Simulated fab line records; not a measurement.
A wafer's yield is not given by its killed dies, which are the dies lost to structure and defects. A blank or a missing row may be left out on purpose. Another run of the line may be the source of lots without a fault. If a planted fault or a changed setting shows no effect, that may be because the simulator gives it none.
Matching of chambers -- flow n5Finfet -- 4 sister chambers for N5_BEOL_M8_STRIP_19 on rieDiel-02
The step strips in O2. 16 wafers are shown with their chamber, then 8 later ones without.

== EACH WAFER AND ITS CHAMBER ==
wafer,chamber,showerheadPlenumPTorr (Torr),drypumpMotorCurrentA (A),throttleValvePct (%)
L074.1,0,2.00,6.4,16.87
L074.3,2,2.19,6.0,16.60
L074.5,1,2.24,6.2,16.42
L077.2,1,2.24,6.2,16.40
L077.4,0,1.99,6.4,16.84
L077.5,1,2.24,6.2,16.40
L080.2,1,2.24,6.2,16.42
L080.3,3,2.12,6.3,16.58
L080.4,3,2.12,6.4,16.58
L083.1,2,2.19,6.0,16.60
L083.2,1,2.23,6.2,16.42
L083.4,3,2.12,6.3,16.58
L089.3,0,1.98,6.4,16.92
L089.5,0,1.98,6.4,16.93
L089.6,3,2.11,6.3,16.67
L092.2,3,2.11,6.3,16.68

SIGNATURES (means of the wafers above)
reading,chamber 0,chamber 1,chamber 2,chamber 3,scatter within a chamber
showerheadPlenumPTorr,1.9875,2.2380,2.1900,2.1160,0.00629
drypumpMotorCurrentA,6.400,6.200,6.000,6.320,0.0258
throttleValvePct,16.8900,16.4120,16.6000,16.6180,0.0374
Rule: for each reading, subtract the chamber's mean from the wafer's reading, divide by that reading's scatter and square the result; add these up over the readings and take the root, which gives the wafer's distance from the chamber. If the next closest chamber is less than 2 further off than the closest, the wafer can't be placed; otherwise it belongs to the closest. The scatter is the square root of a quotient: the sum, over the shown wafers, of each reading's squared deviation from its chamber's mean, divided by wafers minus chambers.

== WAFERS WHOSE CHAMBER IS MISSING ==
wafer,showerheadPlenumPTorr (Torr),drypumpMotorCurrentA (A),throttleValvePct (%)
L092.4,1.98,6.4,16.95
L092.6,2.11,6.4,16.67
L091.1,2.18,6.0,16.68
L091.2,2.11,6.3,16.67
L091.3,2.22,6.2,16.48
L097.1,2.17,6.0,16.69
L097.3,2.10,6.4,16.69
L097.6,2.10,6.4,16.68

== EACH ONE'S CHAMBER ==
wafer,from the rows above,in truth
L092.4,0,0
L092.6,3,3
L091.1,2,2
L091.2,3,3
L091.3,1,1
L097.1,2,2
L097.3,3,3
L097.6,3,3
Correctly placed: 8 of 8. Number that these rows cannot place: 0. Placed wrongly: 0.
